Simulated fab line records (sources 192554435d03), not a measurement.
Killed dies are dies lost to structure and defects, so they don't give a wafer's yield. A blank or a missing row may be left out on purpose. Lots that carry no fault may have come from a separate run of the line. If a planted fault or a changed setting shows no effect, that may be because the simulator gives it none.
The tool behind it: which one? || flow n5-finfet || 9 lots with 25 wafers sampled at 5 steps, on a route of 1938 steps

== WHAT THE GAUGES SHOWED, per wafer ==
N5_BEOL_M4_CD_MEAS_28: target cd 26.2 nm, target cd y 24.1 nm. Usual: 26.14 nm for cd-nm, sd 0.23.
{"lot": "L227", "measured": "day 8 08:46", "on": "cd-sem-02", "cd-nm (nm)": "26.37 26.17 25.75", "flag": ""}
{"lot": "L226", "measured": "day 8 08:59", "on": "cd-sem-01", "cd-nm (nm)": "26.05 26.24 26.09", "flag": ""}
{"lot": "L230", "measured": "day 8 14:10", "on": "cd-sem-02", "cd-nm (nm)": "26.38 26.09", "flag": ""}
{"lot": "L229", "measured": "day 8 15:54", "on": "cd-sem-03", "cd-nm (nm)": "26.02 26.09", "flag": ""}
{"lot": "L233", "measured": "day 9 06:41", "on": "cd-sem-01", "cd-nm (nm)": "26.20 26.13 26.25", "flag": ""}
{"lot": "L243", "measured": "day 12 15:52", "on": "cd-sem-02", "cd-nm (nm)": "25.91 26.19 26.19", "flag": ""}
{"lot": "L245", "measured": "day 12 17:11", "on": "cd-sem-02", "cd-nm (nm)": "25.64 26.16 25.89", "flag": ""}
{"lot": "L248", "measured": "day 14 10:41", "on": "cd-sem-02", "cd-nm (nm)": "26.26 25.58 26.20", "flag": ""}
{"lot": "L249", "measured": "day 14 21:45", "on": "cd-sem-01", "cd-nm (nm)": "26.31 26.28 26.48", "flag": ""}

N5_BEOL_M4_RC_MEAS_101. Usual: DIBL_N 36.5 mV/V, standard deviation 1.9; DIBL_P 36.4 mV/V, standard deviation 2.2; IOFF_N 0.17 nA/um, standard deviation 0.034; IOFF_P 0.21 nA/um, standard deviation 0.036; ION_N 678 uA/um, standard deviation 12; ION_P 462 uA/um, standard deviation 7.1; SS_N 71.7 mV/dec, standard deviation 0.61; SS_P 73.4 mV/dec, standard deviation 0.71; VT_N 249 mV, standard deviation 3.5; VT_P -251 mV, standard deviation 3.
{"lot": "L227", "measured": "day 8 17:21", "on": "prober-02", "DIBL_N (mV/V)": "37.6 40.3 36.1", "DIBL_P (mV/V)": "37.9 40.5 35.1", "IOFF_N (nA/um)": "0.16 0.23 0.15", "IOFF_P (nA/um)": "0.23 0.27 0.18", "ION_N (uA/um)": "671 691 666", "ION_P (uA/um)": "455 471 453", "SS_N (mV/dec)": "71.6 71.8 70.9", "SS_P (mV/dec)": "73.9 75.4 73.0", "VT_N (mV)": "248 243 251", "VT_P (mV)": "-250 -247 -253", "flag": ""}
{"lot": "L226", "measured": "day 8 17:50", "on": "prober-01", "DIBL_N (mV/V)": "37.7 36.6 37.5", "DIBL_P (mV/V)": "37.9 37.3 37.5", "IOFF_N (nA/um)": "0.21 0.18 0.19", "IOFF_P (nA/um)": "0.25 0.23 0.23", "ION_N (uA/um)": "689 679 683", "ION_P (uA/um)": "467 465 461", "SS_N (mV/dec)": "72.5 71.9 72.7", "SS_P (mV/dec)": "74.7 74.8 73.5", "VT_N (mV)": "244 248 246", "VT_P (mV)": "-249 -250 -251", "flag": ""}
{"lot": "L230", "measured": "day 9 01:02", "on": "prober-01", "DIBL_N (mV/V)": "34.2 34.4", "DIBL_P (mV/V)": "34.7 34.6", "IOFF_N (nA/um)": "0.15 0.15", "IOFF_P (nA/um)": "0.20 0.20", "ION_N (uA/um)": "675 676", "ION_P (uA/um)": "464 471", "SS_N (mV/dec)": "70.5 70.9", "SS_P (mV/dec)": "72.9 73.6", "VT_N (mV)": "249 250", "VT_P (mV)": "-249 -248", "flag": ""}
{"lot": "L229", "measured": "day 9 16:39", "on": "prober-01", "DIBL_N (mV/V)": "32.0 36.2", "DIBL_P (mV/V)": "31.3 37.0", "IOFF_N (nA/um)": "0.11 0.19", "IOFF_P (nA/um)": "0.16 0.25", "ION_N (uA/um)": "660 694", "ION_P (uA/um)": "462 475", "SS_N (mV/dec)": "70.6 71.7", "SS_P (mV/dec)": "72.4 73.5", "VT_N (mV)": "256 246", "VT_P (mV)": "-253 -248", "flag": ""}
{"lot": "L233", "measured": "day 10 22:04", "on": "prober-02", "DIBL_N (mV/V)": "34.9 35.3 34.3", "DIBL_P (mV/V)": "34.9 33.9 33.7", "IOFF_N (nA/um)": "0.15 0.15 0.14", "IOFF_P (nA/um)": "0.20 0.19 0.19", "ION_N (uA/um)": "681 666 667", "ION_P (uA/um)": "470 458 469", "SS_N (mV/dec)": "71.3 71.8 71.0", "SS_P (mV/dec)": "73.2 72.7 72.7", "VT_N (mV)": "247 249 250", "VT_P (mV)": "-250 -248 -253", "flag": ""}
{"lot": "L243", "measured": "day 13 11:50", "on": "prober-01", "DIBL_N (mV/V)": "38.4 36.4 36.3", "DIBL_P (mV/V)": "39.3 37.1 36.7", "IOFF_N (nA/um)": "0.20 0.16 0.17", "IOFF_P (nA/um)": "0.25 0.21 0.21", "ION_N (uA/um)": "689 674 700", "ION_P (uA/um)": "470 459 474", "SS_N (mV/dec)": "71.7 71.1 71.9", "SS_P (mV/dec)": "73.9 73.2 73.1", "VT_N (mV)": "244 250 247", "VT_P (mV)": "-248 -251 -251", "flag": ""}
{"lot": "L245", "measured": "day 13 10:07", "on": "prober-01", "DIBL_N (mV/V)": "36.8 35.3 35.3", "DIBL_P (mV/V)": "38.1 37.1 37.4", "IOFF_N (nA/um)": "0.18 0.16 0.17", "IOFF_P (nA/um)": "0.22 0.19 0.20", "ION_N (uA/um)": "676 673 689", "ION_P (uA/um)": "468 456 470", "SS_N (mV/dec)": "71.6 72.2 72.2", "SS_P (mV/dec)": "73.6 72.8 72.9", "VT_N (mV)": "248 251 249", "VT_P (mV)": "-252 -254 -252", "flag": ""}
{"lot": "L248", "measured": "day 14 21:52", "on": "prober-01", "DIBL_N (mV/V)": "33.3 37.5 36.8", "DIBL_P (mV/V)": "33.5 38.2 36.7", "IOFF_N (nA/um)": "0.13 0.19 0.18", "IOFF_P (nA/um)": "0.15 0.21 0.20", "ION_N (uA/um)": "663 677 680", "ION_P (uA/um)": "460 459 460", "SS_N (mV/dec)": "71.1 72.0 71.3", "SS_P (mV/dec)": "72.2 73.9 73.4", "VT_N (mV)": "250 248 244", "VT_P (mV)": "-253 -250 -252", "flag": ""}
{"lot": "L249", "measured": "day 15 11:43", "on": "prober-01", "DIBL_N (mV/V)": "36.4 34.1 34.1", "DIBL_P (mV/V)": "35.3 32.6 32.6", "IOFF_N (nA/um)": "0.16 0.13 0.13", "IOFF_P (nA/um)": "0.21 0.17 0.18", "ION_N (uA/um)": "669 673 676", "ION_P (uA/um)": "459 464 466", "SS_N (mV/dec)": "71.8 71.4 71.1", "SS_P (mV/dec)": "73.7 72.4 73.0", "VT_N (mV)": "250 253 251", "VT_P (mV)": "-250 -253 -252", "flag": ""}

== EACH LOT AND THE TOOL THAT RAN IT (in order: tool; ch and the chambers of the sampled wafers; start) ==
{"lot": "L227", "N5_BEOL_M4_ETCH_74": "rie-diel-04 ch 1,2,3, day 8 07:55", "N5_BEOL_M4_ETCH_64": "rie-diel-04 ch 1,2,3, day 8 07:57", "N5_BEOL_M4_COAT_22": "litho-track-02 ch 0, day 8 08:22"}
{"lot": "L226", "N5_BEOL_M4_ETCH_74": "rie-diel-03 ch 2,3, day 8 08:16", "N5_BEOL_M4_ETCH_64": "rie-diel-03 ch 2,3, day 8 08:19", "N5_BEOL_M4_COAT_22": "litho-track-05 ch 0, day 8 08:42"}
{"lot": "L230", "N5_BEOL_M4_ETCH_74": "rie-diel-04 ch 1,2, day 8 13:19", "N5_BEOL_M4_ETCH_64": "rie-diel-04 ch 1,2, day 8 13:22", "N5_BEOL_M4_COAT_22": "litho-track-02 ch 0, day 8 13:46"}
{"lot": "L229", "N5_BEOL_M4_ETCH_74": "rie-diel-04 ch 2,3, day 8 15:04", "N5_BEOL_M4_ETCH_64": "rie-diel-04 ch 2,3, day 8 15:06", "N5_BEOL_M4_COAT_22": "litho-track-05 ch 0, day 8 15:30"}
{"lot": "L233", "N5_BEOL_M4_ETCH_74": "rie-diel-01 ch 1,3, day 9 05:51", "N5_BEOL_M4_ETCH_64": "rie-diel-01 ch 1,3, day 9 05:54", "N5_BEOL_M4_COAT_22": "litho-track-02 ch 0, day 9 06:18"}
{"lot": "L243", "N5_BEOL_M4_ETCH_74": "rie-diel-04 ch 0,1,2, day 12 15:01", "N5_BEOL_M4_ETCH_64": "rie-diel-04 ch 0,1,2, day 12 15:04", "N5_BEOL_M4_COAT_22": "litho-track-05 ch 0, day 12 15:28"}
{"lot": "L245", "N5_BEOL_M4_ETCH_74": "rie-diel-01 ch 0,1,3, day 12 16:20", "N5_BEOL_M4_ETCH_64": "rie-diel-01 ch 0,1,3, day 12 16:23", "N5_BEOL_M4_COAT_22": "litho-track-01 ch 0, day 12 16:47"}
{"lot": "L248", "N5_BEOL_M4_ETCH_74": "rie-diel-04 ch 0,1, day 14 09:56", "N5_BEOL_M4_ETCH_64": "rie-diel-04 ch 0,1, day 14 09:59", "N5_BEOL_M4_COAT_22": "litho-track-05 ch 0, day 14 10:23"}
{"lot": "L249", "N5_BEOL_M4_ETCH_74": "rie-diel-01 ch 1,2,3, day 14 20:53", "N5_BEOL_M4_ETCH_64": "rie-diel-01 ch 1,2,3, day 14 20:56", "N5_BEOL_M4_COAT_22": "litho-track-02 ch 0, day 14 21:21"}
- N5_BEOL_M4_ETCH_74: etches underlayer in N2/H2, target depth 6.5 nm, time 5.2 s.
- N5_BEOL_M4_ETCH_64: etches SOC in N2/H2, target depth 75 nm, overetch 22.5 nm, time 121.9 s.
- N5_BEOL_M4_COAT_22: resist thk 30 nm.

== WHAT THE TOOLS THEMSELVES READ (means of the sampled wafers that have a number; where no wafer has one, the mark that the record gives instead) ==
N5_BEOL_M4_ETCH_74. Usual: value, then standard deviation, for each; drypump-motor-current-A 5.6 A / 0.45; etch-rf-on-time-s 5.17 s / 0.14; oes-product-au 0.72 a.u. / 0.059; rf-fwd-power-W 819.8 W / 2.8; rf-vpp-V 524 V / 3.1; showerhead-plenum-p-Torr 2.56 Torr / 0.1; throttle-valve-pct 17.76 % / 0.23.
{"lot": "L227", "tool": "rie-diel-04", "drypump-motor-current-A (A)": 5.9, "etch-rf-on-time-s (s)": 5.18, "oes-product-au (a.u.)": 0.75, "rf-fwd-power-W (W)": 821.9, "rf-vpp-V (V)": 524, "showerhead-plenum-p-Torr (Torr)": 2.58, "throttle-valve-pct (%)": 17.80, "flag": ""}
{"lot": "L226", "tool": "rie-diel-03", "drypump-motor-current-A (A)": 5.5, "etch-rf-on-time-s (s)": 5.30, "oes-product-au (a.u.)": 0.66, "rf-fwd-power-W (W)": 821.2, "rf-vpp-V (V)": 526, "showerhead-plenum-p-Torr (Torr)": 2.61, "throttle-valve-pct (%)": 17.76, "flag": ""}
{"lot": "L230", "tool": "rie-diel-04", "drypump-motor-current-A (A)": 6.0, "etch-rf-on-time-s (s)": 5.27, "oes-product-au (a.u.)": 0.71, "rf-fwd-power-W (W)": 816.3, "rf-vpp-V (V)": 523, "showerhead-plenum-p-Torr (Torr)": 2.52, "throttle-valve-pct (%)": 17.79, "flag": ""}
{"lot": "L229", "tool": "rie-diel-04", "drypump-motor-current-A (A)": 5.7, "etch-rf-on-time-s (s)": 5.23, "oes-product-au (a.u.)": 0.75, "rf-fwd-power-W (W)": 819.4, "rf-vpp-V (V)": 526, "showerhead-plenum-p-Torr (Torr)": 2.63, "throttle-valve-pct (%)": 17.66, "flag": ""}
{"lot": "L233", "tool": "rie-diel-01", "drypump-motor-current-A (A)": 5.1, "etch-rf-on-time-s (s)": 5.04, "oes-product-au (a.u.)": 0.78, "rf-fwd-power-W (W)": 819.7, "rf-vpp-V (V)": 525, "showerhead-plenum-p-Torr (Torr)": 2.59, "throttle-valve-pct (%)": 17.54, "flag": ""}
{"lot": "L243", "tool": "rie-diel-04", "drypump-motor-current-A (A)": 5.7, "etch-rf-on-time-s (s)": 5.13, "oes-product-au (a.u.)": 0.71, "rf-fwd-power-W (W)": 820.7, "rf-vpp-V (V)": 522, "showerhead-plenum-p-Torr (Torr)": 2.49, "throttle-valve-pct (%)": 17.76, "flag": ""}
{"lot": "L245", "tool": "rie-diel-01", "drypump-motor-current-A (A)": 5.2, "etch-rf-on-time-s (s)": 5.12, "oes-product-au (a.u.)": 0.73, "rf-fwd-power-W (W)": 821.3, "rf-vpp-V (V)": 524, "showerhead-plenum-p-Torr (Torr)": 2.54, "throttle-valve-pct (%)": 17.67, "flag": ""}
{"lot": "L248", "tool": "rie-diel-04", "drypump-motor-current-A (A)": 5.6, "etch-rf-on-time-s (s)": 5.15, "oes-product-au (a.u.)": 0.73, "rf-fwd-power-W (W)": 819.4, "rf-vpp-V (V)": 523, "showerhead-plenum-p-Torr (Torr)": 2.47, "throttle-valve-pct (%)": 17.81, "flag": ""}
{"lot": "L249", "tool": "rie-diel-01", "drypump-motor-current-A (A)": 5.4, "etch-rf-on-time-s (s)": 5.12, "oes-product-au (a.u.)": 0.73, "rf-fwd-power-W (W)": 819.2, "rf-vpp-V (V)": 526, "showerhead-plenum-p-Torr (Torr)": 2.61, "throttle-valve-pct (%)": 17.72, "flag": ""}

N5_BEOL_M4_ETCH_64. Usual: value, then standard deviation, for each; drypump-motor-current-A 5.6 A / 0.45; oes-product-au 0.63 a.u. / 0.047; rf-fwd-power-W 837.2 W / 2.8; rf-vpp-V 524.7 V / 3; showerhead-plenum-p-Torr 2.56 Torr / 0.1; temp-c 40.01 C / 0.12; throttle-valve-pct 17.72 % / 0.23.
{"lot": "L227", "tool": "rie-diel-04", "drypump-motor-current-A (A)": 5.9, "oes-product-au (a.u.)": 0.66, "rf-fwd-power-W (W)": 839.2, "rf-vpp-V (V)": 525.4, "showerhead-plenum-p-Torr (Torr)": 2.58, "temp-c (C)": 40.01, "throttle-valve-pct (%)": 17.76, "flag": ""}
{"lot": "L226", "tool": "rie-diel-03", "drypump-motor-current-A (A)": 5.5, "oes-product-au (a.u.)": 0.59, "rf-fwd-power-W (W)": 835.8, "rf-vpp-V (V)": 525.3, "showerhead-plenum-p-Torr (Torr)": 2.61, "temp-c (C)": 39.99, "throttle-valve-pct (%)": 17.74, "flag": ""}
{"lot": "L230", "tool": "rie-diel-04", "drypump-motor-current-A (A)": 6.0, "oes-product-au (a.u.)": 0.64, "rf-fwd-power-W (W)": 835.8, "rf-vpp-V (V)": 522.9, "showerhead-plenum-p-Torr (Torr)": 2.52, "temp-c (C)": 40.17, "throttle-valve-pct (%)": 17.73, "flag": ""}
{"lot": "L229", "tool": "rie-diel-04", "drypump-motor-current-A (A)": 5.7, "oes-product-au (a.u.)": 0.67, "rf-fwd-power-W (W)": 836.7, "rf-vpp-V (V)": 526.2, "showerhead-plenum-p-Torr (Torr)": 2.63, "temp-c (C)": 39.91, "throttle-valve-pct (%)": 17.61, "flag": ""}
{"lot": "L233", "tool": "rie-diel-01", "drypump-motor-current-A (A)": 5.1, "oes-product-au (a.u.)": 0.69, "rf-fwd-power-W (W)": 833.7, "rf-vpp-V (V)": 526.4, "showerhead-plenum-p-Torr (Torr)": 2.59, "temp-c (C)": 40.12, "throttle-valve-pct (%)": 17.51, "flag": ""}
{"lot": "L243", "tool": "rie-diel-04", "drypump-motor-current-A (A)": 5.7, "oes-product-au (a.u.)": 0.63, "rf-fwd-power-W (W)": 837.2, "rf-vpp-V (V)": 523.5, "showerhead-plenum-p-Torr (Torr)": 2.49, "temp-c (C)": 39.93, "throttle-valve-pct (%)": 17.71, "flag": ""}
{"lot": "L245", "tool": "rie-diel-01", "drypump-motor-current-A (A)": 5.2, "oes-product-au (a.u.)": 0.64, "rf-fwd-power-W (W)": 837.3, "rf-vpp-V (V)": 524.3, "showerhead-plenum-p-Torr (Torr)": 2.54, "temp-c (C)": 40.09, "throttle-valve-pct (%)": 17.63, "flag": ""}
{"lot": "L248", "tool": "rie-diel-04", "drypump-motor-current-A (A)": 5.6, "oes-product-au (a.u.)": 0.64, "rf-fwd-power-W (W)": 836.8, "rf-vpp-V (V)": 521.6, "showerhead-plenum-p-Torr (Torr)": 2.46, "temp-c (C)": 39.95, "throttle-valve-pct (%)": 17.77, "flag": ""}
{"lot": "L249", "tool": "rie-diel-01", "drypump-motor-current-A (A)": 5.4, "oes-product-au (a.u.)": 0.64, "rf-fwd-power-W (W)": 838.1, "rf-vpp-V (V)": 526.3, "showerhead-plenum-p-Torr (Torr)": 2.61, "temp-c (C)": 40.02, "throttle-valve-pct (%)": 17.67, "flag": ""}

N5_BEOL_M4_COAT_22. Usual: dispense-pressure-kPa 50.5 kPa, standard deviation 1.4; spin-speed-rpm 1499.9 rpm, standard deviation 0.79.
{"lot": "L227", "tool": "litho-track-02", "dispense-pressure-kPa (kPa)": 49.7, "spin-speed-rpm (rpm)": 1499.8, "flag": ""}
{"lot": "L226", "tool": "litho-track-05", "dispense-pressure-kPa (kPa)": 52.5, "spin-speed-rpm (rpm)": 1500.5, "flag": ""}
{"lot": "L230", "tool": "litho-track-02", "dispense-pressure-kPa (kPa)": 49.7, "spin-speed-rpm (rpm)": 1500.1, "flag": ""}
{"lot": "L229", "tool": "litho-track-05", "dispense-pressure-kPa (kPa)": 52.4, "spin-speed-rpm (rpm)": 1499.8, "flag": ""}
{"lot": "L233", "tool": "litho-track-02", "dispense-pressure-kPa (kPa)": 49.7, "spin-speed-rpm (rpm)": 1499.3, "flag": ""}
{"lot": "L243", "tool": "litho-track-05", "dispense-pressure-kPa (kPa)": 52.4, "spin-speed-rpm (rpm)": 1363.9, "flag": "OFF"}
{"lot": "L245", "tool": "litho-track-01", "dispense-pressure-kPa (kPa)": 49.4, "spin-speed-rpm (rpm)": 1500.4, "flag": ""}
{"lot": "L248", "tool": "litho-track-05", "dispense-pressure-kPa (kPa)": 52.5, "spin-speed-rpm (rpm)": 1363.9, "flag": "OFF"}
{"lot": "L249", "tool": "litho-track-02", "dispense-pressure-kPa (kPa)": 49.7, "spin-speed-rpm (rpm)": 1499.3, "flag": ""}

== THE ANSWER, worked out from the rows above alone ==
Rule: a lot counts as off when the mean over its wafers that have a number is more than 3 standard deviations away from the usual mean. A lot without any number at a reading at which 4 lots or more have one is off too. Any other lot the step has rows for is counted as sound. First the gauges in route order, then the tools' own readings, where a lot's mean is used as printed above. The first step at which some lot is off is used, and at that step the reading that is off furthest; a lot without a number counts as furthest.
Off: L243, L248 (N5_BEOL_M4_COAT_22, spin-speed-rpm).
If a tool, at that step or one of the process steps before it, ran each lot that is off and ran no sound lot following the first of them, it fits. Undecided on this evidence; 2 tools fit (rie-diel-04 at N5_BEOL_M4_ETCH_74 and N5_BEOL_M4_ETCH_64, litho-track-05 at N5_BEOL_M4_COAT_22).

== WHAT WAS PUT IN BY THE SIMULATOR ==
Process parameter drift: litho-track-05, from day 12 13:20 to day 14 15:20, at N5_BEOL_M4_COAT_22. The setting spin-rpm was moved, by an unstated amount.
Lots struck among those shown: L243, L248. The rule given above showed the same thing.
